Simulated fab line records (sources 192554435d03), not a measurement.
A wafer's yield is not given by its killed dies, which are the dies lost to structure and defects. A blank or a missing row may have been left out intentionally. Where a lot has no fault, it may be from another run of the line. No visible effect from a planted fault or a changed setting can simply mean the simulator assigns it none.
fab line records	flow n5Finfet
record: lots: 9	wafers: 27	lastDay: 19
route steps=1938 shown FIN_SAQP@125 FIN_CUT@163 PASSIVATION@1936
lots that met no fault: taken from a fault-free run of the same line
startH: hours from the record's first day to the start of the lot's first wafer shown	waitH: hours since the lot's step before	" unchanged from the row above	L1.1+2: a single row standing in for several wafers	- no value present, or no start provided	* or withheld: withheld	< > ~ a bound
route shown NAME@n: a module of which the file shows steps, and the number in the route of the first	usual: mean/standard deviation taken from wafers without a fault	same: alike in all rows	chamber/n: place in a boat	sites: per-site readings	_std_site: their standard deviation	_edge_site: inner sites' mean taken away from outer sites' mean	radiusMm: how far each site lies from the wafer's centre	mask NAME#n: copy n	behind: tool/chamber where the wafer was last shaped	hold: the reason the lot was held/the length of the hold in hours/how it ended	device: whichever transistor did not switch (one of n, p or np)	end of line: tests of these same wafers at the route's end	a step without rows: its recipe alone	killed: count of dies lost to structure and defects at first sort (not the wafer's yield)	map: a wafer's dies, x killed, . not, _ none there
set.NAME: setting as actually run; set.NAME@STEP: the setting as run at that earlier step	model.NAME: the simulator's own value behind a step, which no gauge read
a sample of lots followed through the steps of the route, with each step as a table and each wafer as a row
services: from which hour (startH, from the record's first day; less than 0 if before it) a tool's chamber was out of use, for how many hours, and why
== steps ==
step: N5_FIN_SAQP_SPACER1_ALD_24
recipe: material: SiO2	targetThkA: 203	tempC: 300	aldPrecursorFamily: BDEAS	aldCoReactant: O2-plasma	pulseTimeS: 1	purgeTimeS: 2	coReactantPurgeTimeS: 2	aldCycles: 218	pressureTorr: 2
usual: chamberPressureTorr: 1.999/0.0044	heaterPowerW: 487/35	precursorPulseHeightRel: 1.001/0.018	susceptorTempC: 300.02/0.17
same: pulseTimeS: 1
lot.wafer	tool	chamber	startH	waitH	chamberPressureTorr	heaterPowerW	precursorPulseHeightRel	susceptorTempC
L358.1	aldSin-02	0	30.65	1.0	1.989	467	0.962	299.89
L358.5	"	0	"	"	1.992	454	1.003	299.83
L358.6	"	3	"	"	1.999	535	0.995	299.73
L359.2	aldSin-01	3	34.67	0.3	2.001	531	0.986	300.09
L359.3	"	0	"	"	1.996	472	0.990	299.89
L359.5	"	2	"	"	1.995	413	1.004	300.06
L361.1	aldSin-03	0	46.93	0.7	2.001	490	1.015	299.93
L361.2	"	1	"	"	1.995	489	0.977	299.97
L361.6	"	0	"	"	2.005	494	1.006	299.95
L364.2	aldSin-01	0	66.43	1.5	2.001	459	1.018	300.10
L364.5	"	0	"	"	2.005	473	0.992	299.93
L364.6	"	3	"	"	2.006	524	1.011	299.78
L367.1	aldSin-02	1	83.76	1.0	1.999	470	1.037	300.30
L367.3	"	2	"	"	1.997	450	0.999	300.29
L367.4	"	3	"	"	2.001	519	0.980	300.10
L369.2	aldSin-03	3	95.94	0.3	1.997	496	0.969	300.03
L369.4	"	0	"	"	2.003	482	1.025	299.87
L369.6	"	3	"	"	1.999	495	0.992	300.01
L370.2	aldSin-02	2	101.45	0.3	1.995	453	0.997	299.85
L370.5	"	0	"	"	1.999	478	1.003	299.99
L370.6	"	1	"	"	2.004	425	0.995	299.77
L371.1	aldSin-03	0	106.70	0.3	2.003	483	1.009	300.23
L371.2	"	2	"	"	2.002	514	0.993	299.63
L371.4	"	1	"	"	2.004	490	1.019	300.14
L373.2	aldSin-03	3	120.87	1.2	1.996	495	1.017	300.14
L373.4	"	2	"	"	2.007	521	1.024	300.22
L373.6	"	2	"	"	2.004	518	0.990	300.02
step: N5_FIN_SAQP_ETCH_67
recipe: chemistry: CH3F/O2	target: SiNx	targetDepthA: 300	maskMaterial: SOC	pressureMtorr: 30	sourceW: 395	biasW: 73	Ar_flow_sccm: 150	CH3F_flow_sccm: 30	O2_flow_sccm: 20	ionEnergyEv: 120
usual: drypumpMotorCurrentA: 5.49/0.22	mfcArSccm: 149.9/0.47	oes_o_777_au: 0.79/0.072	oesProductAu: 0.79/0.076	rfVppV: 298.5/2.5	showerheadPlenumPTorr: 2.00/0.067	throttleValvePct: 16.32/0.22
lot.wafer	tool	chamber	startH	waitH	drypumpMotorCurrentA	mfcArSccm	oes_o_777_au	oesProductAu	rfHoursCounterH	rfVppV	showerheadPlenumPTorr	throttleValvePct
L358.1	rieDiel-05	0	32.82	0.0	5.12	150.7	0.80	0.79	114	296.0	2.09	16.55
L358.5	"	2	"	"	5.89	150.2	0.76	0.76	-	301.1	2.01	16.19
L358.6	"	1	"	"	5.54	150.9	0.73	0.72	-	300.6	2.06	16.53
L359.2	rieDiel-03	2	36.41	0.0	5.61	150.6	0.79	0.81	95	292.5	1.86	16.30
L359.3	"	0	"	"	5.47	149.7	0.78	0.78	111	298.2	2.02	16.24
L359.5	"	1	"	"	5.45	150.1	0.67	0.68	-	301.6	2.05	16.33
L361.1	rieDiel-03	1	48.69	0.0	5.45	148.3	0.67	0.67	256	301.7	2.05	16.35
L361.2	"	2	"	"	5.61	150.4	0.78	0.80	99	294.3	1.85	16.32
L361.6	"	2	"	"	5.60	150.0	0.79	0.79	-	294.0	1.85	16.31
L364.2	rieDiel-03	2	68.34	0.0	5.60	149.8	0.77	0.79	106	293.7	1.85	16.35
L364.5	"	2	"	"	5.60	149.7	0.78	0.80	-	293.4	1.85	16.30
L364.6	"	0	"	"	5.42	149.8	0.77	0.76	-	297.9	2.01	16.28
L367.1	rieDiel-06	1	86.24	0.0	5.86	150.2	0.82	0.83	56	297.6	2.04	15.90
L367.3	"	2	"	"	5.25	149.7	0.74	0.76	158	300.9	2.00	16.12
L367.4	"	0	"	"	5.52	149.5	0.77	0.77	148	297.5	1.92	16.49
L369.2	rieDiel-06	0	97.63	0.0	5.54	150.0	0.76	0.77	151	298.2	1.92	16.50
L369.4	"	2	"	"	5.29	150.1	0.75	0.75	162	301.1	2.00	16.16
L369.6	"	2	"	"	5.26	150.2	0.75	0.76	-	301.3	2.00	16.14
L370.2	rieDiel-03	2	103.37	0.0	5.60	149.2	0.77	0.78	119	294.5	1.85	16.35
L370.5	"	3	"	"	5.28	150.8	0.90	0.90	-	296.7	2.04	16.46
L370.6	"	2	"	"	5.59	149.5	0.77	0.77	-	294.4	1.85	16.36
L371.1	rieDiel-05	0	108.40	0.0	5.11	149.5	0.77	0.76	142	296.0	2.08	16.63
L371.2	"	2	"	"	5.91	150.4	0.73	0.74	173	300.9	2.00	16.26
L371.4	"	3	"	"	5.59	150.5	0.97	0.98	7	298.8	2.05	16.11
L373.2	rieDiel-05	1	122.56	0.0	5.57	150.5	0.70	0.69	236	300.2	2.05	16.60
L373.4	"	2	"	"	5.88	149.9	0.72	0.73	178	300.5	2.00	16.27
L373.6	"	1	"	"	5.54	150.2	0.70	0.69	-	300.6	2.05	16.59
step: N5_FIN_SAQP_STRIP_77
recipe: chemistry: N2/H2	timeS: 90	powerW: 100	tempC: 40	pressureMtorr: 100	rfFrequencyHz: 6e+07	biasPowerW: 3	n2FlowSccm: 300	h2FlowSccm: 300
usual: drypumpMotorCurrentA: 5.50/0.22	oesProductAu: 0.80/0.086	rfVppV: 45.3/0.84	showerheadPlenumPTorr: 3.38/0.11	throttleValvePct: 12.18/0.23
lot.wafer	tool	chamber	startH	waitH	drypumpMotorCurrentA	oesProductAu	rfHoursCounterH	rfVppV	showerheadPlenumPTorr	throttleValvePct
L358.1	rieDiel-06	2	33.93	0.0	5.28	0.77	141	44.9	3.38	12.00
L358.5	"	2	"	"	5.28	0.76	-	45.7	3.38	12.01
L358.6	"	3	"	"	5.32	0.86	-	44.8	3.42	12.20
L359.2	rieDiel-05	0	37.35	0.0	5.13	0.78	115	45.3	3.53	12.35
L359.3	"	1	"	"	5.60	0.70	204	44.2	3.48	12.49
L359.5	"	2	"	"	5.93	0.76	-	45.1	3.38	12.01
L361.1	rieDiel-03	0	49.59	0.0	5.45	0.77	116	44.6	3.40	12.07
L361.2	"	3	"	"	5.30	1.01	0	44.4	3.45	12.11
L361.6	"	2	"	"	5.62	0.80	-	44.7	3.14	12.13
L364.2	rieDiel-06	1	69.37	0.0	5.88	0.84	52	46.3	3.43	11.81
L364.5	"	0	"	"	5.55	0.77	-	43.8	3.24	12.30
L364.6	"	1	"	"	5.88	0.85	-	45.0	3.43	11.82
L367.1	rieDiel-03	2	87.55	0.0	5.62	0.78	113	44.1	3.13	12.15
L367.3	"	1	"	"	5.46	0.96	7	46.4	3.44	11.70
L367.4	"	0	"	"	5.45	0.75	133	44.4	3.39	12.12
L369.2	rieDiel-06	1	98.59	0.0	5.87	0.83	60	46.1	3.42	11.82
L369.4	"	2	"	"	5.28	0.75	162	46.2	3.37	12.04
L369.6	"	0	"	"	5.57	0.78	-	44.4	3.23	12.29
L370.2	rieDiel-03	1	104.40	0.0	5.44	0.94	14	45.7	3.44	11.73
L370.5	"	2	"	"	5.61	0.77	-	43.2	3.13	12.19
L370.6	"	1	"	"	5.47	0.94	-	46.1	3.44	11.71
L371.1	rieDiel-05	1	109.30	0.0	5.56	0.68	231	46.8	3.47	12.57
L371.2	"	0	"	"	5.13	0.77	143	45.7	3.51	12.42
L371.4	"	3	"	"	5.62	0.98	7	45.9	3.45	11.88
L373.2	rieDiel-05	3	123.62	0.0	5.61	0.98	12	45.9	3.45	11.88
L373.4	"	2	"	"	5.95	0.74	178	44.7	3.36	12.08
L373.6	"	0	"	"	5.13	0.77	-	43.9	3.51	12.41
step: N5_FIN_SAQP_INSPECT_40
recipe: inspectInstrument: brightfield	mode: aei
usual: rawDefectCount: 244/77
lot.wafer	tool	chamber	startH	waitH	rawDefectCount
L358.1	defectInspect-01	-	34.38	0.0	177
L358.5	"	-	"	"	98
L358.6	"	-	"	"	130
L359.2	defectInspect-02	-	37.79	0.0	127
L359.3	"	-	"	"	200
L359.5	"	-	"	"	208
L361.1	defectInspect-02	-	50.04	0.0	327
L361.2	"	-	"	"	279
L361.6	"	-	"	"	330
L364.2	defectInspect-02	-	69.83	0.0	366
L364.5	"	-	"	"	270
L364.6	"	-	"	"	391
L367.1	defectInspect-01	-	88.00	0.0	308
L367.3	"	-	"	"	351
L367.4	"	-	"	"	239
L369.2	defectInspect-01	-	99.04	0.0	164
L369.4	"	-	"	"	190
L369.6	"	-	"	"	302
L370.2	defectInspect-01	-	104.86	0.0	220
L370.5	"	-	"	"	394
L370.6	"	-	"	"	238
L371.1	defectInspect-01	-	109.76	0.0	242
L371.2	"	-	"	"	291
L371.4	"	-	"	"	200
L373.2	defectInspect-02	-	124.06	0.0	231
L373.4	"	-	"	"	472
L373.6	"	-	"	"	558
step: N5_FIN_CUT_CD_MEAS_08
recipe: targetCdNm: 29.1	landingEnergyEv: 500	detector: seInlens	polarity: opening
usual: cdNm: 29.05/0.22
lot.wafer	tool	chamber	startH	waitH	cdNm
L358.1	cdSem-02	0	34.68	-	29.03
L358.5	"	0	"	"	28.89
L358.6	"	0	"	"	29.03
L359.2	cdSem-01	0	38.22	-	28.67
L359.3	"	0	"	"	28.84
L359.5	"	0	"	"	29.08
L361.1	cdSem-03	0	50.34	-	29.17
L361.2	"	0	"	"	28.97
L361.6	"	0	"	"	29.17
L364.2	cdSem-01	0	70.14	-	29.25
L364.5	"	0	"	"	29.39
L364.6	"	0	"	"	29.10
L367.1	cdSem-03	0	88.31	-	29.33
L367.3	"	0	"	"	29.07
L367.4	"	0	"	"	29.16
L369.2	cdSem-01	0	99.34	-	28.87
L369.4	"	0	"	"	29.23
L369.6	"	0	"	"	29.09
L370.2	cdSem-02	0	105.17	-	28.95
L370.5	"	0	"	"	28.95
L370.6	"	0	"	"	28.93
L371.1	cdSem-02	0	110.07	-	29.06
L371.2	"	0	"	"	29.05
L371.4	"	0	"	"	29.30
L373.2	cdSem-01	0	124.37	-	29.30
L373.4	"	0	"	"	28.87
L373.6	"	0	"	"	28.79
step: N5_FIN_CUT_INSPECT_10
recipe: mode: adi	inspectInstrument: brightfield
usual: rawDefectCount: 44/13
lot.wafer	tool	chamber	startH	waitH	rawDefectCount
L358.1	defectInspect-02	-	34.77	0.1	48
L358.5	"	-	"	"	20
L358.6	"	-	"	"	32
L359.2	defectInspect-02	-	38.31	0.0	28
L359.3	"	-	"	"	39
L359.5	"	-	"	"	56
L361.1	defectInspect-02	-	50.44	0.1	63
L361.2	"	-	"	"	46
L361.6	"	-	"	"	54
L364.2	defectInspect-02	-	70.23	0.0	68
L364.5	"	-	"	"	42
L364.6	"	-	"	"	59
L367.1	defectInspect-01	-	88.40	0.1	55
L367.3	"	-	"	"	59
L367.4	"	-	"	"	38
L369.2	defectInspect-01	-	99.43	0.0	31
L369.4	"	-	"	"	29
L369.6	"	-	"	"	40
L370.2	defectInspect-01	-	105.25	0.0	46
L370.5	"	-	"	"	65
L370.6	"	-	"	"	38
L371.1	defectInspect-02	-	110.16	0.1	57
L371.2	"	-	"	"	57
L371.4	"	-	"	"	44
L373.2	defectInspect-02	-	124.45	0.0	36
L373.4	"	-	"	"	297
L373.6	"	-	"	"	322
step: N5_FIN_CUT_INSPECT_17
recipe: inspectInstrument: brightfield	mode: aei
usual: rawDefectCount: 248/78
lot.wafer	tool	chamber	startH	waitH	rawDefectCount
L358.1	defectInspect-02	-	35.83	0.0	218
L358.5	"	-	"	"	115
L358.6	"	-	"	"	161
L359.2	defectInspect-02	-	39.41	0.2	144
L359.3	"	-	"	"	203
L359.5	"	-	"	"	202
L361.1	defectInspect-02	-	51.46	0.0	350
L361.2	"	-	"	"	290
L361.6	"	-	"	"	334
L364.2	defectInspect-02	-	71.25	0.0	374
L364.5	"	-	"	"	267
L364.6	"	-	"	"	415
L367.1	defectInspect-01	-	89.62	0.0	321
L367.3	"	-	"	"	343
L367.4	"	-	"	"	229
L369.2	defectInspect-01	-	100.97	0.0	174
L369.4	"	-	"	"	205
L369.6	"	-	"	"	308
L370.2	defectInspect-01	-	106.20	0.0	224
L370.5	"	-	"	"	393
L370.6	"	-	"	"	228
L371.1	defectInspect-01	-	111.10	0.0	249
L371.2	"	-	"	"	275
L371.4	"	-	"	"	201
L373.2	defectInspect-01	-	125.54	0.0	200
L373.4	"	-	"	"	442
L373.6	"	-	"	"	518
step: N5_PASSIVATION_PROBE_49
usual: killed_at_M0_to_M3: 36/11	killed_at_M4_up: 13/5.1	killedAtContacts: 14/4.9	killedAtFrontEnd: 41/10	killedAtOther: 3.4/2.6	killedDies: 107/16	killedOpen: 70/11	killedShort: 36/7.8
same: grossDies: 1180	killedAtBackSide: 0
lot.wafer	tool	chamber	startH	waitH	killed_at_M0_to_M3	killed_at_M4_up	killedAtContacts	killedAtFrontEnd	killedAtOther	killedDies	killedOpen	killedShort
L367.1	prober-02	-	369.12	0.0	25	3	27	36	1	92	61	30
L367.3	prober-02	-	369.22	0.1	27	10	18	40	6	101	69	27
L367.4	prober-02	-	369.27	0.2	37	11	9	48	0	105	68	36
L370.5	prober-01	-	396.10	0.2	46	18	18	34	7	123	78	44
L371.2	prober-01	-	416.84	0.1	42	16	12	52	3	125	83	39
L373.2	prober-01	-	451.21	0.1	20	9	13	33	0	75	46	27
L373.4	prober-01	-	451.31	0.2	21	5	8	123	0	157	40	18
L373.6	prober-01	-	451.41	0.3	21	13	14	131	5	184	52	31
killed by level:class
L367.1 MOL_CONTACT_COAG:geometricParticle:open=23 FIN_SAQP:geometricParticle:short=15 FIN_SAQP:geometricParticle:open=10 BEOL_M1:geometricParticle:open=9 BEOL_M0_SAQP:geometricParticle:open=5 MOL_CONTACT_COAG:geometricParticle:short=4 BEOL_M3:geometricParticle:open=4 ILD0:geometricParticle:short=3
L367.3 FIN_SAQP:geometricParticle:open=20 MOL_CONTACT_COAG:geometricParticle:open=15 FIN_SAQP:geometricParticle:short=6 BEOL_M2:geometricParticle:short=5 BEOL_M3:geometricParticle:open=4 BEOL_M0_SAQP:geometricParticle:short=4 BEOL_M0_SAQP:geometricParticle:open=4 PASS1_DEP:geometricParticle:open=4
L367.4 FIN_SAQP:geometricParticle:open=14 FIN_SAQP:geometricParticle:short=10 BEOL_M4:geometricParticle:open=8 BEOL_M0_SAQP:geometricParticle:open=8 MOL_CONTACT_COAG:geometricParticle:open=7 BEOL_M0_SAQP:geometricParticle:short=7 ILD0:geometricParticle:short=6 BEOL_M0:geometricParticle:open=6
L370.5 BEOL_M0_SAQP:geometricParticle:open=16 MOL_CONTACT_COAG:geometricParticle:open=13 FIN_SAQP:geometricParticle:short=11 FIN_SAQP:geometricParticle:open=9 BEOL_M0_SAQP:geometricParticle:short=9 BEOL_M3:geometricParticle:open=9 BEOL_M4:geometricParticle:open=7 MOL_CONTACT_COAG:geometricParticle:short=5
L371.2 FIN_SAQP:geometricParticle:open=25 BEOL_M3:geometricParticle:open=11 MOL_CONTACT_COAG:geometricParticle:open=10 BEOL_M0_SAQP:geometricParticle:short=7 FIN_SAQP:geometricParticle:short=6 GATE_CUT:geometricParticle:short=6 BEOL_M0_SAQP:geometricParticle:open=6 BEOL_M1:geometricParticle:open=6
L373.2 MOL_CONTACT_COAG:geometricParticle:open=12 FIN_SAQP:geometricParticle:short=8 FIN_SAQP:geometricParticle:open=5 STI_FIN_REVEAL:geometricParticle:open=5 BEOL_M3:geometricParticle:open=5 BEOL_M4:geometricParticle:open=5 ILD0:geometricParticle:short=4 BEOL_M0_SAQP:geometricParticle:short=4
L373.4 FIN_SAQP:unspecified=98 BEOL_M2:geometricParticle:open=8 MOL_CONTACT_COAG:geometricParticle:open=7 FIN_SAQP:geometricParticle:short=6 FIN_SAQP:geometricParticle:open=5 BEOL_M3:geometricParticle:open=5 STI_FIN_REVEAL:geometricParticle:open=4 STARTING-WAFER:geometricParticle:short=3
L373.6 FIN_SAQP:unspecified=99 MOL_CONTACT_COAG:geometricParticle:open=13 FIN_SAQP:geometricParticle:open=10 BEOL_M0_SAQP:geometricParticle:short=8 FIN_SAQP:geometricParticle:short=4 STI_FIN_REVEAL:geometricParticle:open=3 GATE_CUT:geometricParticle:short=3 BEOL_M0_SAQP:geometricParticle:open=3
== services ==
tool	chamber	startH	hours	kind
rieDiel-03	1	7.60	22.4	repair
aldSin-03	0	7.75	-	clean
aldSin-03	1	7.75	-	clean
rieDiel-06	-	13.12	2.8	pm
rieDiel-05	-	20.76	2.8	pm
rieDiel-05	-	24.93	0.3	repair
rieDiel-03	3	29.95	-	clean
rieDiel-03	3	29.95	-	consumableReplace:focusRing
rieDiel-03	3	29.95	19.5	scheduledDown
rieDiel-03	3	29.95	19.5	ventCycle
rieDiel-03	2	30.72	2.5	repair
aldSin-01	1	33.49	13.6	repair
rieDiel-03	1	49.50	-	clean
rieDiel-03	1	49.50	-	consumableReplace:focusRing
rieDiel-03	1	49.50	19.6	scheduledDown
rieDiel-03	1	49.50	19.6	ventCycle
rieDiel-03	2	52.97	7.7	repair
rieDiel-05	3	74.42	-	clean
rieDiel-05	3	74.42	-	consumableReplace:focusRing
rieDiel-05	3	74.42	15.5	scheduledDown
rieDiel-05	3	74.42	15.5	ventCycle
aldSin-01	-	78.41	0.9	repair
aldSin-02	-	85.25	14.0	pm
rieDiel-06	1	110.57	8.0	repair
== key ==
firstSign: step: N5_FIN_SAQP_INSPECT_40	reading: rawDefectCount	direction: up	sigmas: 3.5	usual: 244	struck: 515
effect: step: N5_FIN_CUT_INSPECT_10	reading: rawDefectCount	direction: up	sigmas: 21	usual: 44	struck: 310
effect: step: N5_FIN_CUT_INSPECT_17	reading: rawDefectCount	direction: up	sigmas: 3	usual: 248	struck: 480
effect: step: N5_PASSIVATION_PROBE_49	reading: killedAtFrontEnd	direction: up	sigmas: 8.4	usual: 41	struck: 127
moreKillsBornAt: N5_FIN_SAQP_SPACER1_ALD_24@aldSin-03: 197
metAt N5_FIN_SAQP_SPACER1_ALD_24
struckLots L373
struckWafers L373.4,L373.6
testerLeftOut L373
notActingAt N5_FIN_SAQP_ETCH_67,N5_FIN_SAQP_STRIP_77,N5_FIN_CUT_CD_MEAS_08
onsetBetween 106.70 120.87
fault: kind: chamberParticleSource	tool: aldSin-03	chamber: 2	onsetH: 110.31	steps: N5_FIN_SAQP_SPACER1_ALD_24	ratePerVisitCm2: 0.40321	endH: 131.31
testerLeftOut: of these lots the tester's yield and bins aren't shown, on N5 and GAA mostly nor the transistor test; their killed dies are dies lost to structure and defects alone, not to doping, threshold or leakage, so they don't give the yield
